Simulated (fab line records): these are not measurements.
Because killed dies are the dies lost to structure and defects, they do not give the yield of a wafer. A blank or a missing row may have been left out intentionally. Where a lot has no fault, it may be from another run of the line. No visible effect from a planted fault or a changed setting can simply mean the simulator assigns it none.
Comparing a struck lot with a sound one ; flow nand harc ; 12 out of 1302 route steps
Sound: wafers L938.1, L938.3, L938.5. Struck: wafer L948.6. (L948.2, L948.5 of the same lot were not struck and are left out.) The cause comes at the end.
For every step that has rows: the tool of each side, followed by ch and its chambers, followed by its first start. Under that, the readings that differ: sound wafers ; struck wafers ; difference of the means ; sigmas: that difference in standard deviations of wafers without a fault.
alike: readings whose means differ by less than 2 such deviations, and words and numbers that are the same on both sides. not compared: withheld readings, readings that some wafer has no value for, bounds like >300 that may hide the same value, and numbers for which the record gives no deviation and whose values overlap.
Wherever a step has rows on one side only, a row that says differs or no value, or a row with sigmas, the two part there. Non-overlapping numbers with no deviation appear without sigmas and do not part them. Lack of a reading on every wafer of one side parts them only where that side has two or more wafers.

NHARC_A_CHANNEL_FILL_D1_ALD_25: deposits SiOx, target thk 60 nm, pulse time 10 s, ald cycles 600.
  sound on ald hk-01 ch 0,1,3, day 12 01:54; struck on ald hk-04 ch 2, day 16 15:43
reading;sound;struck;difference;sigmas
heater power w (W);369 386 416;537;+147;+3
  alike: precursor pulse height rel
NHARC_A_CHANNEL_FILL_D1_ETCHBACK_08: etches the open film in C4F8, target depth 220 nm, time 110 s.
  sound: rie diel-10 ch 1,3; struck: rie diel-05 ch 2
reading;sound;struck;difference;sigmas
rf vpp V (V);438.6 438.4 439.3;445.2;+6.4;+3
  alike: oes product au, rf fwd power W
  not compared: rf hours counter h
NHARC_A_CHANNEL_FILL_D1_STRIP_29: strips in O2, time 20 s.
  sound: rie diel-10 ch 0,1,2; struck: rie diel-05 ch 3
reading;sound;struck;difference;sigmas
drypump motor current A (A);5.5 5.9 5.6;6.8;+1.1;+2
o2 flow sccm (sccm);496.7 501.8 498.3;503.5;+4.6;+3
  alike: oes product au, rf vpp V, showerhead plenum p Torr, throttle valve pct
  not compared: rf hours counter h
then, 3 steps without rows for these wafers: NHARC_A_CHANNEL_FILL_D1_PRECLEAN_30 (cleans in dHF, time 30 s); NHARC_A_CHANNEL_FILL_D1_SRD_31; NHARC_A_CHANNEL_FILL_D1_CVD_09 (deposits poly-Si, target thk 150 nm, time 3000 s).
NHARC_A_CHANNEL_FILL_D1_CMP_10: polishes, target thk 150 nm.
  sound on cmp-03 ch 1,2,3, day 12 12:44; struck on cmp-03 ch 2, day 17 00:35
  alike: motor current A, slurry filter dp kPa, time to endpoint s
after that, 1 step had no rows for these wafers: NHARC_A_CHANNEL_FILL_D1_SRD_12.
NHARC_A_CHANNEL_FILL_D1_INSPECT_13:
  struck on defect inspect-02, day 17 00:57; sound on defect inspect-01, day 12 13:07
  alike: raw defect count
NHARC_A_DECK1_JOINT_ETCHBACK_07: etches the open film in HBr, target depth 105 nm, time 26.9 s.
  sound on rie si-06 ch 0,2,3, day 12 13:12; struck on rie si-01 ch 3, day 17 01:03
reading;sound;struck;difference;sigmas
oes product au (a.u.);0.988 0.996 1.005;1.363;+0.367;+31
  alike: drypump motor current A, hbr flow sccm, rf fwd power W, throttle valve pct
  not compared: rf hours counter h
then, 1 step without rows for these wafers: NHARC_A_DECK1_JOINT_ETCH_25 (etches SiO2 in dHF, target depth 0.5 nm).
NHARC_END_SORT_01:
  the record has rows for the sound wafers here (prober-01 ch 0, day 26 04:55) and none for the struck ones

== WHERE THEY PART ==
Last at NHARC_END_SORT_01 as far as this record goes, first at NHARC_A_CHANNEL_FILL_D1_ALD_25.

WHY: whatever the simulator had introduced
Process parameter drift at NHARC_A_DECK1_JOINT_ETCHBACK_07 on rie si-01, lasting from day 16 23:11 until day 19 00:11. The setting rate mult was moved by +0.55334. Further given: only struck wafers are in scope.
